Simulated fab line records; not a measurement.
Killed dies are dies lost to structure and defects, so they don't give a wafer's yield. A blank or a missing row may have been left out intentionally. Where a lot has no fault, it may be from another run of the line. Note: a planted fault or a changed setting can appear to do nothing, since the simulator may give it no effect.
Shared-tool check ; flow nand_harc ; Lots sampled 11, wafers sampled 33

## REASON FOR OPENING
Of 11 lots, 4 have the reading VT_DECK2_TOP_INNER flagged at NHARC_END_WLT_00. No-fault wafers: 0.899, standard deviation 0.0059.
Rule: a lot is flagged in two cases, either no wafer of it has a number, or all its wafers with numbers fall more than 4 standard deviations from that mean. All remaining lots are regarded as sound.

lot;measured;on;VT_DECK2_TOP_INNER, wafer by wafer;flag
L505;day 25 01:36;prober-02;0.901 0.901 0.898;
L506;day 25 18:23;prober-02;0.900 0.896 0.898;
L508;day 26 13:14;prober-01;0.903 0.912 0.904;
L509;day 26 18:11;prober-02;0.902 0.900 0.900;
L511;day 27 13:35;prober-01;0.899 0.899 0.887;
L516;day 29 19:13;prober-02;1.033 1.037 1.037;FLAGGED
L518;day 30 23:44;prober-02;1.037 1.031 1.032;FLAGGED
L517;day 31 00:12;prober-01;1.029 1.030 1.028;FLAGGED
L521;day 32 18:30;prober-02;1.025 1.031 1.030;FLAGGED
L524;day 33 00:32;prober-01;0.890 0.890 0.903;
L525;day 33 01:48;prober-02;0.911 0.904 0.911;
The mean of the flagged lots' numbers is 1.032, +0.133 from the usual (+22 standard deviations).

## TOOL THAT RAN EACH LOT
The record holds 4 process steps before the reading, out of a route of 1302 steps. Every cell lists first the tool, next ch and the chambers used by the sampled wafers, and last the start.
lot;flag;NHARC_A_SOURCE_PLATE_PRECLEAN_00;NHARC_THIN_TSV_CMP_01;NHARC_THIN_TSV_CMP_21;NHARC_THIN_TSV_PRE_CLEAN_54
L505;;wet_bench-01 ch 1,2,3, day 7 19:40;cmp-03 ch 2,3, day 24 10:48;cmp-04 ch 0,2, day 24 16:33;pvd_sputter-03, day 24 17:05
L506;;wet_bench-02 ch 3,4,5, day 8 00:04;cmp-03 ch 1,2,3, day 25 05:52;cmp-04 ch 1,2,3, day 25 11:22;pvd_sputter-03, day 25 11:54
L508;;wet_bench-01 ch 2,3,4, day 9 01:16;cmp-02 ch 0,1,3, day 25 23:34;cmp-04 ch 1,2,3, day 26 05:32;pvd_sputter-01, day 26 06:04
L509;;wet_bench-04 ch 3,4,6, day 9 10:26;cmp-02 ch 0,2,3, day 26 03:55;cmp-03 ch 1,3, day 26 09:46;pvd_sputter-03, day 26 10:18
L511;;wet_bench-02 ch 4,5,6, day 10 11:27;cmp-04 ch 1,2,3, day 27 01:43;cmp-02 ch 0,1,2, day 27 07:22;pvd_sputter-01, day 27 07:53
L516;FLAGGED;wet_bench-04 ch 1,2,6, day 12 04:33;cmp-03 ch 1,2,3, day 29 06:05;cmp-02 ch 0,1,3, day 29 11:44;pvd_sputter-02, day 29 12:16
L518;FLAGGED;wet_bench-04 ch 4,5,7, day 13 02:49;cmp-04 ch 0,2,3, day 30 10:31;cmp-04 ch 0,1,2, day 30 16:08;pvd_sputter-02, day 30 16:40
L517;FLAGGED;wet_bench-04 ch 3,4,5, day 13 04:05;cmp-04 ch 2,3, day 30 11:41;cmp-03 ch 1,3, day 30 17:19;pvd_sputter-02, day 30 17:50
L521;FLAGGED;wet_bench-04 ch 3,4,5, day 14 14:49;cmp-02 ch 0,2,3, day 32 02:24;cmp-03 ch 0,1,3, day 32 08:26;pvd_sputter-01, day 32 08:57
L524;;wet_bench-01 ch 0,3,7, day 15 08:05;cmp-02 ch 1,2, day 32 10:13;cmp-04 ch 1,3, day 32 15:49;pvd_sputter-03, day 32 16:22
L525;;wet_bench-01 ch 0,5,7, day 15 22:02;cmp-04 ch 0,1,3, day 32 11:25;cmp-04 ch 1,2,3, day 32 17:07;pvd_sputter-03, day 32 17:35
What the steps here do:
- NHARC_A_SOURCE_PLATE_PRECLEAN_00: cleans in HF-LAST, time 60 s.
- NHARC_THIN_TSV_CMP_01: polishes.
- NHARC_THIN_TSV_CMP_21: polishes, t overpolish 30 s, target thk 2000 nm.
- NHARC_THIN_TSV_PRE_CLEAN_54: time 30 s.
- NHARC_END_WLT_00

## FLAGGED AGAINST TOTAL, ONE TOOL AT A TIME (gauges that did the reading follow at the end)
step;tool;lots run;flagged;share of the flagged lots;sound lots run after its first flagged lot
NHARC_A_SOURCE_PLATE_PRECLEAN_00;wet_bench-01;4;0;none;-
NHARC_A_SOURCE_PLATE_PRECLEAN_00;wet_bench-02;2;0;none;-
NHARC_A_SOURCE_PLATE_PRECLEAN_00;wet_bench-04;5;4;all;0
NHARC_THIN_TSV_CMP_01;cmp-02;4;1;some;1 (L524)
NHARC_THIN_TSV_CMP_01;cmp-03;3;1;some;0
NHARC_THIN_TSV_CMP_01;cmp-04;4;2;some;1 (L525)
NHARC_THIN_TSV_CMP_21;cmp-02;2;1;some;0
NHARC_THIN_TSV_CMP_21;cmp-03;3;2;some;0
NHARC_THIN_TSV_CMP_21;cmp-04;6;1;some;2 (L524,L525)
NHARC_THIN_TSV_PRE_CLEAN_54;pvd_sputter-01;3;1;some;0
NHARC_THIN_TSV_PRE_CLEAN_54;pvd_sputter-02;3;3;some;0
NHARC_THIN_TSV_PRE_CLEAN_54;pvd_sputter-03;5;0;none;-
NHARC_END_WLT_00;prober-01;4;1;some;1 (L524)
NHARC_END_WLT_00;prober-02;7;3;some;1 (L525)

## THE TABLE: WHAT IT ALLOWS
1 row of the table ran every flagged lot: wet_bench-04 at NHARC_A_SOURCE_PLATE_PRECLEAN_00.
- wet_bench-04 at NHARC_A_SOURCE_PLATE_PRECLEAN_00 ran 5 lots, 4 of them flagged. Last sound lot L509 at day 9 10:26, first flagged lot L516 at day 12 04:33; a fault beginning in between fits.
Just one tool remains: wet_bench-04 at NHARC_A_SOURCE_PLATE_PRECLEAN_00.

## WHAT HAD BEEN PUT IN BY THE SIMULATOR
Metallic contamination source: wet_bench-04, from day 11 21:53 on, at NHARC_A_SOURCE_PLATE_PRECLEAN_00. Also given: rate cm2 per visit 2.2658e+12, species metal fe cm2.
Shown lots that were struck: L516, L518, L517, L521. The rule above reached the same finding.
